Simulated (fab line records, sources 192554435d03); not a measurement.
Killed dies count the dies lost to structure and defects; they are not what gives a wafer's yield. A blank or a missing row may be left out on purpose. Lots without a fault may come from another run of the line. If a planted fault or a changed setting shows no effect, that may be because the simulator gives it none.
A struck lot beside a sound one	flow n5-finfet	32 steps out of a route of 1938
Sound: wafers L650.2, L650.3, L650.6. Struck: wafers L658.1, L658.3, L658.5. The cause is given at the end.
Each step with rows lists, per side, the tool, then ch with its chambers, then its first start. Under that, the readings that differ: sound wafers	struck wafers	difference of the means	sigmas: that difference in standard deviations of wafers without a fault.
alike: words and numbers the same on both sides, and readings whose means are apart by under 2 such deviations; not compared: readings that were withheld, readings missing a value for some wafer, numbers with overlapping values and no deviation given by the record, and bounds like >300 which may hide the same value.
A row with sigmas, a row that says differs or no value, or rows on one side alone: a step with any of these is where the two part. Non-overlapping numbers with no deviation appear without sigmas and do not part them. A reading that every wafer of one side lacks parts them only if that side has two wafers or more.

first, 10 steps without rows for these wafers: N5_SD_EPI_P_PRECLEAN_51 (cleans in NF3:NH3, afs cycles 1, time 20 s, sublimation time 60 s); N5_SD_EPI_P_VAPOR_ETCH_44 (etches SiGe30 in NF3/Ar, time 3.3 s); N5_SD_EPI_P_EPI_21 (deposits SiGe:B, time 355 s); N5_SD_EPI_P_HM_STRIP_48 (strips SiNx in H3PO4, material SiNx, target depth 3 nm); N5_SD_EPI_P_SRD_49 (time 30 s); N5_SD_EPI_P_PRECLEAN_24 (cleans in O3/DIW, time 45 s); N5_SD_EPI_P_PRECLEAN_32 (cleans in dHF, time 10 s); N5_SD_EPI_P_PRECLEAN_33 (cleans in SC2, time 45 s); N5_SD_EPI_P_SRD_25 (time 30 s); N5_SD_ACTIVATION_RTA_00 (time 0 s).
N5_SD_ACTIVATION_LSA_01: time 0.0008 s.
  sound on laser-anneal-01 ch 0, day 5 00:55; struck on laser-anneal-01 ch 0, day 6 21:40
reading	sound	struck	difference	sigmas
wafer_temp_C_max	1089.6 1087.9 1088.8	1124.2 1119.7 1121.0	+32.9	+12
N5_SD_ACTIVATION_RS_MEAS_03: the measuring method here is four-point-probe.
  sound on film-metro-01 at day 5 01:07; struck on film-metro-02 at day 6 21:53
reading	sound	struck	difference	sigmas
RS_SD_N (ohm/sq)	22.1 21.7 21.8	18.9 18.5 18.6	-3.2	-11
RS_SD_P (ohm/sq)	55.0 54.9 54.9	56.9 56.4 57.2	+1.9	+2
then, 19 steps without rows for these wafers: N5_ILD0_LINER_00 (material SiNx, target thk 4 nm, pulse time 1 s, purge time 2 s); N5_ILD0_FCVD_FILL_01 (material SiO2 flowable, target thk 200 nm, time 328.3 s); N5_ILD0_CURE_02 (time 1800 s); N5_ILD0_CMP_03 (polishes, stops on SiNx, t overpolish 1.9 s, target thk 197.38 nm); N5_ILD0_CMP_07 (polishes SiO2 flowable, stops on poly-Si, t overpolish 1.18 s, target thk 138.88 nm); N5_ILD0_PRECLEAN_10 (cleans in NF3:NH3, afs cycles 5, time 20 s, sublimation time 60 s); N5_ILD0_ALD_15 (deposits SiNx, target thk 24 nm, pulse time 1 s, ald cycles 480); N5_ILD0_CMP_12 (polishes SiNx, stops on poly-Si, t overpolish 6 s, target thk 17.67 nm); N5_SDB_HM_DEP_00 (deposits SiNx from SiH4/NH3/N2, target thk 40 nm, time 35.3 s); N5_SDB_COAT_03 (time 60 s, resist thk 100 nm); N5_SDB_COAT_04 (time 60 s, resist thk 18 nm); N5_SDB_COAT_05 (resist thk 90 nm); N5_SDB_EBR_07; N5_SDB_SOFTBAKE_06 (time 60 s); N5_SDB_EXPOSE_08 (exposes mask SDB); N5_SDB_PEB_09 (peb time 60 s); N5_SDB_DEVELOP_10 (develop time 30 s); N5_SDB_DESCUM_16 (chemistry O2, time 7.9 s); N5_SDB_ETCH_17 (etches SiARC in CF4, target depth 23.4 nm, time 39 s).
-- the record jumps here: 5 days lie between the struck wafers' starts before and after (it left off in module SDB and takes up again in module BEOL_M4, whose first step shown is number 1111 of the route) --
N5_BEOL_M4_RC_MEAS_101:
  sound on prober-02 ch 0, day 9 16:24; struck on prober-02 ch 0, day 11 18:33
reading	sound	struck	difference	sigmas
DIBL_P (mV/V)	32.9 35.0 35.7	38.0 39.8 38.9	+4.4	+3
IOFF_P (nA/um)	0.164 0.184 0.193	0.238 0.261 0.244	+0.067	+2
IOFF_P_LONG (nA/um)	0.000107 0.000105 0.000105	0.000221 0.00022 0.000211	+0.000112	+12
RC_DENSE_N (ohm.um)	19.0 18.6 19.1	15.6 16.0 16.4	-2.9	-9
RC_N (ohm.um)	15.45 15.30 15.44	12.80 13.16 13.30	-2.31	-9
REXT_N (ohm.um)	73.4 74.3 74.4	68.2 67.7 68.7	-5.8	-4
RS_SD_N (ohm/sq)	28.7 28.3 28.4	25.0 24.5 24.5	-3.8	-10
SS_P (mV/dec)	72.1 72.3 72.8	74.1 74.1 74.3	+1.8	+3
  alike: DIBL_N, IOFF_N, ION_N, ION_P, SS_N, VT_N, VT_P

== WHERE THEY PART ==
Earliest at N5_SD_ACTIVATION_LSA_01; latest, in this record, at N5_BEOL_M4_RC_MEAS_101.

WHY: what had been put in by the simulator
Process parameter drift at N5_SD_ACTIVATION_LSA_01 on laser-anneal-01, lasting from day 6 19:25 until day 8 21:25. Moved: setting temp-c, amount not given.
